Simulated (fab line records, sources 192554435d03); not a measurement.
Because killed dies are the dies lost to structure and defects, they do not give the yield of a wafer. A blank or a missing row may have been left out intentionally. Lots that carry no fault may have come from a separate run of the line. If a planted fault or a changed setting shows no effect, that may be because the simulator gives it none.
Matching of chambers -- flow n5Finfet -- pecvd-02 running N5_BEOL_M9_ILD_DEP_00: 3 sister chambers
The step deposits SiCOH lowk from DEMS/porogen, target thk 308.51 nm, time 58 s. 6 wafers are shown with their chamber, then 6 later ones without.

## WAFERS PAIRED WITH THEIR CHAMBERS
wafer,chamber,showerheadVppV (V),throttleValvePct (%)
L190.4,2,1226,13.4
L194.6,2,1249,13.6
L199.3,0,1508,13.9
L202.2,1,1572,14.4
L202.4,0,1505,14.0
L202.6,1,1547,14.2

## WAFERS WITHOUT THEIR CHAMBER
wafer,showerheadVppV (V),throttleValvePct (%)
L205.4,1241,13.8
L205.5,1486,13.6
L205.6,1552,14.3
L207.2,1260,13.6
L207.3,1557,14.5
L207.6,1239,13.9

## CHAMBER TAKEN BY EACH
wafer,from the rows above,in truth
L205.4,2,2
L205.5,0,0
L205.6,1,1
L207.2,2,2
L207.3,1,1
L207.6,2,2
Correctly placed: 6 of 6. From these rows, 0 cannot be placed. 0 placed wrongly.
How it was worked out, from the rows above alone: a wafer's distance from a chamber is the root of the sum, over the readings, of the square of ((its reading less the chamber's mean) divided by the reading's scatter). The wafer belongs to the nearest chamber; if the next one is less than 2 further off, it can't be placed. Each chamber's mean is taken over the wafers shown for it. How the scatter is found: for the shown wafers, subtract from each reading the mean of its chamber, square and add these, divide the total by (wafers less chambers), then take the root.
